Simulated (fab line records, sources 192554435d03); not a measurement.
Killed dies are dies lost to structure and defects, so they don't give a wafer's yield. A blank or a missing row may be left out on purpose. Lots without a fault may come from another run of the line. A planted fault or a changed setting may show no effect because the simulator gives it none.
fab line records | flow n5_finfet
record lots=5 wafers=15 last_day=18
route steps=1938 shown BEOL_M0@736 BEOL_M1@751 BEOL_M4@1111 PASSIVATION@1936
lots that met no fault: from a run of the same line without faults
start_h: hours from the record's first day to the start of the lot's first wafer shown | wait_h: hours since the lot's step before | " the same as in the row above | L1.1+2: a row that stands for several wafers | - no value, or no start given | * or withheld: withheld | < > ~ a bound
route shown NAME@n: a module of which the file shows steps, and the number in the route of the first | usual: mean/standard deviation of fault-free wafers | same: alike in all rows | chamber/n: place in a boat | sites: the reading at each site | _std_site: their standard deviation | _edge_site: outer sites' mean less inner sites' | radius_mm: how far each site lies from the wafer's centre | mask NAME#n: copy n | behind: the tool/chamber that last shaped the wafer | hold: why the lot was held/for how many hours/how that ended | device: the transistor (n, p or np) that didn't switch | end of line: the same wafers' tests at the end of the route | a step without rows: its recipe alone | killed: dies lost to structure and defects at the first sort, not the wafer's yield | map: a wafer's dies, x killed, . not, _ none there
set.NAME: the setting as run; set.NAME@STEP: as run at that earlier step | model.NAME: the simulator's own value behind a step, which no gauge read
lots at some steps of the route; a table a step, a row a wafer
services: from which hour (start_h, from the record's first day; less than 0 if before it) a tool's chamber was out of use, for how many hours, and why
## steps
# step N5_BEOL_M0_SPUTTER_132
# recipe material=Cu target_thk_a=40 temp_c=-20 chamber_pressure_pa=0.07 power_w=withheld time_s=7.37
# step N5_BEOL_M0_ANNEAL_133
# recipe temp_c=400 time_s=60 ambient=vacuum
# step N5_BEOL_M0_SPUTTER_134
# recipe material=Cu target_thk_a=40 temp_c=-20 chamber_pressure_pa=0.07 power_w=withheld time_s=7.37
# step N5_BEOL_M0_ANNEAL_135
# recipe temp_c=400 time_s=60 ambient=vacuum
# step N5_BEOL_M0_SPUTTER_141
# recipe material=Cu target_thk_a=40 temp_c=-20 chamber_pressure_pa=0.07 power_w=withheld time_s=7.37
# step N5_BEOL_M0_ECD_118
# recipe material=Cu target_thk_a=3000
# step N5_BEOL_M0_ANNEAL_119
# recipe temp_c=225 time_s=90 ambient=N2
# step N5_BEOL_M0_CMP_120
# recipe stop_on=SiOC t_overpolish_s=6.9 down_force_psi=1 platen_rpm=50 clearing_platen_down_force_psi=1.5 clearing_platen_rpm=50 post_cmp_clean=cu_alkaline clearing_platen_pad_velocity_m_s=0.99484 pad_velocity_m_s=0.99484
# step N5_BEOL_M0_PRE_CLEAN_131
# recipe gas=NH3/H2 time_s=15 temp_c=* rf_power_w=300
# step N5_BEOL_M0_CO_CAP_123
# recipe material=Co target_thk_a=20 temp_c=200 precursor=CCTBA/H2 pressure_torr=30 time_s=102.1
# step N5_BEOL_M0_PRE_CLEAN_124
# recipe gas=NH3 time_s=15 temp_c=withheld rf_power_w=300
# step N5_BEOL_M0_DEP_125
# recipe material=SiCN target_thk_a=80 temp_c=withheld precursor=3MS/NH3 pressure_torr=3 rf_w=202 time_s=14
# usual showerhead_plenum_p_Torr=3.659/0.018 showerhead_vpp_V=859/30 throttle_valve_pct=9.0/0.37
# columns lot.wafer tool chamber start_h wait_h showerhead_plenum_p_Torr showerhead_vpp_V since_wet_clean_h throttle_valve_pct model.SiCN_of_BEOL_M0_DEP_125.thk_nm
L509.1 pecvd-04 1 178.23 0.0 3.639 887 1607 8.6 8.2
L509.2 " 0 " " 3.689 878 882 9.2 8
L509.4 " 2 " " 3.673 845 - 8.7 8.4
L511.1 pecvd-04 0 190.05 0.0 3.681 877 894 9.1 5
L511.4 " 0 " " 3.693 881 - 8.9 4.8
L511.6 " 1 " " 3.647 885 - 8.6 8.2
L513.1 pecvd-04 2 203.01 0.0 3.668 854 153 9.0 8
L513.2 " 0 " " 3.688 875 907 9.2 4.6
L513.6 " 2 " " 3.662 852 - 9.0 8.2
L515.2 pecvd-04 0 215.22 0.0 3.685 885 919 9.3 4.8
L515.4 " 0 " " 3.671 869 - 9.0 4.8
L515.6 " 1 " " 3.642 885 - 8.8 8.2
L523.1 pecvd-03 1 266.26 0.0 3.663 870 2058 9.2 8
L523.4 " 2 " " 3.677 887 - 8.5 8
L523.5 " 1 " " 3.674 844 - 9.5 8
# step N5_BEOL_M1_ILD_DEP_00
# recipe material=SiOC target_thk_a=790 temp_c=350 precursor=DEMS/O2 pressure_torr=5 rf_w=500 time_s=15.3
# step N5_BEOL_M1_PECVD_72
# recipe material=SiO2 target_thk_a=160 temp_c=400 precursor=TEOS/O2 pressure_torr=5.5 rf_w=450 teos_flow_sccm=53.8 gas=O2 flow_sccm=3000 time_s=18
# step N5_BEOL_M1_HM_DEP_02
# recipe material=TiN target_thk_a=200 temp_c=25 chamber_pressure_pa=0.49996
# step N5_BEOL_M1_COAT_61
# recipe resist=SOC temp_c=250 time_s=60 spin_rpm=1500 resist_thk_nm=60
# step N5_BEOL_M1_COAT_62
# recipe resist=SiARC temp_c=220 time_s=60 spin_rpm=1500 resist_thk_nm=12
# step N5_BEOL_M1_COAT_73
# recipe resist=underlayer temp_c=205 time_s=60 spin_rpm=1500 resist_thk_nm=5
# step N5_BEOL_M1_COAT_05
# recipe resist=CAR-EUV spin_rpm=1500 resist_thk_nm=30
# step N5_BEOL_M1_EBR_07
# recipe solvent=PGMEA ebr_width_mm=1.5
# step N5_BEOL_M1_SOFTBAKE_06
# recipe temp_c=110 time_s=60 resist=CAR-EUV
# step N5_BEOL_M1_EXPOSE_08
# recipe mask_id=M1 na=0.33 source_shape=dipole sigma_inner=0.369 sigma_outer=0.767 polarization=unpolarized dose_mj=33
# step N5_BEOL_M1_PEB_09
# recipe peb_temp_c=100 peb_time_s=60 resist=CAR-EUV
# step N5_BEOL_M1_DEVELOP_10
# recipe develop_time_s=30 developer=TMAH resist=CAR-EUV rinse_liquid=surfactant_rinse dry=air_spin dev_temp_c=23
# step N5_BEOL_M1_DESCUM_16
# recipe chemistry=O2 time_s=7 source_power_w=50 bias_power_w=20 pressure_mtorr=20 rf_frequency_hz=2.712e+07 temp_c=40 resist=CAR-EUV o2_flow_sccm=225
# step N5_BEOL_M1_ETCH_74
# recipe chemistry=N2/H2 target=underlayer target_depth_a=65 mask_material=CAR-EUV time_s=5.2 ion_energy_ev=200 pressure_mtorr=30 source_w=840 bias_w=150 n2_flow_sccm=200 h2_flow_sccm=200 ends=cleared
# step N5_BEOL_M1_ETCH_63
# recipe chemistry=CF4 target=SiARC target_depth_a=156 mask_material=CAR-EUV time_s=26 ion_energy_ev=80 pressure_mtorr=40 source_w=545 bias_w=36 Ar_flow_sccm=100 cf4_flow_sccm=100 ends=cleared
# step N5_BEOL_M1_ETCH_64
# recipe chemistry=N2/H2 target=SOC target_depth_a=750 overetch_a=150 mask_material=SiARC temp_c=40 time_s=112.5 ion_energy_ev=200 pressure_mtorr=30 source_w=840 bias_w=150 n2_flow_sccm=200 h2_flow_sccm=200
# step N5_BEOL_M1_STRIP_65
# recipe chemistry=N2/H2 temp_c=40 n2_flow_sccm=200 h2_flow_sccm=200 rf_frequency_hz=6e+07
# step N5_BEOL_M1_STRIP_75
# recipe chemistry=N2/H2 temp_c=40 n2_flow_sccm=200 h2_flow_sccm=200 rf_frequency_hz=6e+07
# step N5_BEOL_M1_STRIP_66
# recipe chemistry=CF4 resist=SiARC power_w=300 bias_power_w=75 pressure_mtorr=50 cf4_flow_sccm=150 rf_frequency_hz=6e+07
# step N5_BEOL_M1_HM_OPEN_17
# recipe chemistry=Cl2/BCl3 target_depth_a=200 overetch_a=60 target=TiN mask_material=SOC ion_energy_ev=150 pressure_mtorr=10 icp_w=1000 bias_w=126 Cl2_flow_sccm=53.25 bcl3_flow_sccm=21.75 Ar_flow_sccm=25
# step N5_BEOL_M1_STRIP_19
# recipe chemistry=O2 power_w=400 temp_c=40 pressure_mtorr=30 rf_frequency_hz=6e+07 bias_power_w=0 overash_fraction=0.2 o2_flow_sccm=225
# step N5_BEOL_M1_COAT_67
# recipe resist=SOC temp_c=250 time_s=60 spin_rpm=1500 resist_thk_nm=60
# step N5_BEOL_M1_CMP_52
# recipe stop_on=SiOC t_overpolish_s=6.8 down_force_psi=1 platen_rpm=50 clearing_platen_down_force_psi=1.5 clearing_platen_rpm=50 post_cmp_clean=cu_alkaline target_thk_nm=40 clearing_platen_pad_velocity_m_s=0.99484 pad_velocity_m_s=0.99484
# usual barrier_field_endpoint_s=24.6/0.6 motor_current_A=6.1/0.71 overpolish_run_s=6.800/0.0091 pad_life_wafers=1091/690 time_to_endpoint_s=62/3.2
# same t_overpolish_s=6.8
# columns lot.wafer tool chamber start_h wait_h barrier_field_endpoint_s motor_current_A overpolish_run_s pad_life_wafers time_to_endpoint_s model.Cu_of_BEOL_M1_ECD_50.thk_nm
L509.2 cmp-03 2 190.03 1.1 25.4 6.2 6.795 1561 65 38
L509.4 " 3 " " 25.2 5.4 6.810 1562 64 39
L509.1 " 0 " " 25.0 6.9 6.786 1563 65 38.4
L511.4 cmp-03 1 199.48 0.2 24.8 7.1 6.809 1657 65 37.6
L511.1 " 3 " " 24.7 5.3 6.797 1659 65 35.8
L511.6 " 0 " " 24.6 7.1 6.796 - 67 41.2
L513.2 cmp-03 0 224.13 0.2 24.6 6.9 6.818 1807 66 37.8
L513.1 " 2 " " 25.0 6.5 6.796 1809 64 40.8
L513.6 " 3 " " 24.4 5.2 6.794 - 60 40.6
L515.2 cmp-04 0 239.99 0.2 24.0 5.1 6.801 90 61 36.4
L515.4 " 2 " " 25.6 5.2 6.826 92 68 39.8
L515.6 " 0 " " 24.4 4.8 6.807 - 61 41.4
L523.1 cmp-02 3 274.19 0.3 24.0 6.6 6.795 864 61 40.4
L523.4 " 0 " " 26.0 6.0 6.803 865 68 40.6
L523.5 " 3 " " 25.0 6.1 6.785 - 62 40.4
# step N5_BEOL_M4_RC_MEAS_101
# usual DIBL_N=35.6/1.7 DIBL_P=35.0/2 IOFF_N=0.148/0.027 IOFF_P=0.19/0.032 ION_N=671/14 ION_P=460/9.1 SS_N=71.3/0.62 SS_P=73.0/0.64 VT_N=251/3.2 VT_P=-251.5/2.9
# columns lot.wafer tool chamber start_h wait_h DIBL_N[mV/V] DIBL_P[mV/V] IOFF_N[nA/um] IOFF_P[nA/um] ION_N[uA/um] ION_P[uA/um] SS_N[mV/dec] SS_P[mV/dec] VT_N[mV] VT_P[mV]
L509.1 prober-01 0 248.00 0.0 37.2 37.7 0.218 0.29 691 477 71.8 74.5 242 -243.5
L509.2 " 0 " " 35.6 36.5 0.177 0.26 672 466 72.5 73.7 246 -245.6
L509.4 " 0 " " 34.0 34.0 0.146 0.21 679 463 71.8 73.2 252 -248.5
L511.1 prober-01 0 249.86 1.0 33.5 33.4 0.124 0.18 666 460 70.4 73.4 253 -251.3
L511.4 " 0 " " 34.1 34.2 0.128 0.18 659 455 71.2 72.1 252 -254.5
L511.6 " 0 " " 33.2 33.1 0.118 0.17 671 466 70.4 72.1 252 -253.6
L513.1 prober-01 0 275.50 0.0 38.2 36.9 0.191 0.24 690 471 71.5 73.9 246 -249.2
L513.2 " 0 " " 39.2 38.3 0.219 0.26 678 466 71.3 74.0 246 -247.0
L513.6 " 0 " " 36.8 35.6 0.172 0.22 689 468 70.8 74.6 247 -248.6
L515.2 prober-01 0 280.30 0.2 33.1 30.9 0.110 0.16 655 448 70.5 72.6 255 -255.2
L515.4 " 0 " " 37.2 35.9 0.177 0.23 674 458 72.4 73.5 250 -248.7
L515.6 " 0 " " 35.7 34.2 0.147 0.20 670 459 71.4 73.9 252 -252.3
L523.1 prober-02 0 321.78 0.0 35.3 35.0 0.142 0.18 665 450 71.4 72.7 251 -255.6
L523.4 " 0 " " 35.8 35.6 0.147 0.18 665 455 71.5 73.2 254 -252.2
L523.5 " 0 " " 36.5 36.9 0.167 0.21 685 468 71.1 73.7 250 -250.5
# step N5_PASSIVATION_PROBE_49
# usual defect_limited_yield=91.2/1.6 killed_at_M0_to_M3=35/11 killed_at_M4_up=14/5.4 killed_at_contacts=13/6 killed_at_front_end=38/11 killed_at_other=3.4/2.6 killed_dies=104/19 killed_open=68/13 killed_short=34/8.5 sort_bin_5_function=5.1/1 sort_bin_6_memory=3.3/0.72 sort_n_pass=1075/22 sort_yield_pct=91.1/1.9
# same gross_dies=1180 killed_at_back_side=0 sort_bin_4_leakage[%]=0 sort_bin_8_speed[%]=0
# columns lot.wafer tool chamber start_h wait_h defect_limited_yield[%] killed_at_M0_to_M3 killed_at_M4_up killed_at_contacts killed_at_front_end killed_at_other killed_dies killed_open killed_short sort_bin_5_function[%] sort_bin_6_memory[%] sort_n_pass sort_yield_pct[%]
L515.2 prober-02 - 389.43 0.1 93.1 17 18 16 28 3 82 53 27 4.0 2.9 1098 93.1
L515.4 prober-02 - 389.53 0.2 90.8 37 17 15 33 6 108 69 37 5.4 3.5 1072 90.8
L515.6 prober-02 - 389.63 0.3 91.2 29 12 15 44 4 104 78 24 5.8 2.6 1076 91.2
# killed by level:class
L515.2 MOL_CONTACT_COAG:geometric_particle:open=13 BEOL_M4:geometric_particle:open=8 STI_FIN_REVEAL:geometric_particle:open=5 BEOL_M0_SAQP:geometric_particle:short=5 DUMMY_GATE:geometric_particle:open=4 BEOL_M0_SAQP:geometric_particle:open=4 BEOL_M2:geometric_particle:open=4 STARTING-WAFER:geometric_particle:open=4
L515.4 MOL_CONTACT_COAG:geometric_particle:open=13 BEOL_M3:geometric_particle:open=10 BEOL_M0_SAQP:geometric_particle:short=9 BEOL_M1:geometric_particle:open=7 FIN_SAQP:geometric_particle:short=5 GATE_CUT:geometric_particle:short=5 BEOL_M4:geometric_particle:open=5 FIN_SAQP:geometric_particle:open=4
L515.6 FIN_SAQP:geometric_particle:open=14 MOL_CONTACT_COAG:geometric_particle:open=11 BEOL_M2:geometric_particle:open=8 BEOL_M3:geometric_particle:open=8 BEOL_M1:geometric_particle:open=7 STARTING-WAFER:geometric_particle:open=6 DUMMY_GATE:geometric_particle:open=4 MOL_CONTACT_COAG:geometric_particle:short=4
## services
# columns tool chamber start_h hours kind
pecvd-03 - 154.35 1.2 repair
cmp-02 - 156.04 6.4 pm
cmp-03 - 160.66 1.4 repair
pecvd-04 1 166.84 5.5 scheduled_down
cmp-02 - 183.32 16.4 pm
cmp-04 - 185.89 8.7 pm
cmp-02 - 200.38 0.2 repair
pecvd-03 - 203.07 0.6 repair
cmp-04 - 221.30 4.0 pm
cmp-04 - 225.30 - consumable_replace:conditioner
cmp-04 - 225.30 - consumable_replace:pad
pecvd-03 2 241.42 8.2 repair
cmp-02 - 246.69 7.8 pm
cmp-03 - 249.04 4.0 pm
cmp-03 - 253.04 - consumable_replace:conditioner
cmp-03 - 253.04 - consumable_replace:pad
cmp-04 - 253.92 7.0 pm
cmp-03 - 267.84 23.6 repair
## key
first_sign none at tools or gauges
model_effect step=N5_BEOL_M0_DEP_125 value=SiCN_of_BEOL_M0_DEP_125.thk_nm without=8.16 struck=4.8
model_effect step=N5_BEOL_M1_CMP_52 value=Cu_of_BEOL_M1_ECD_50.thk_nm without=40.84 struck=37.48
met_at N5_BEOL_M0_DEP_125
struck_wafers L511.1,L511.4,L513.2,L515.2,L515.4
onset_between 178.23 190.05
fault kind=process_parameter_drift tool=pecvd-04 chamber=0 onset_h=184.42 steps=N5_BEOL_M0_DEP_125 channel=time_s offset=* shape=step end_h=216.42 acts_in=* stated=*
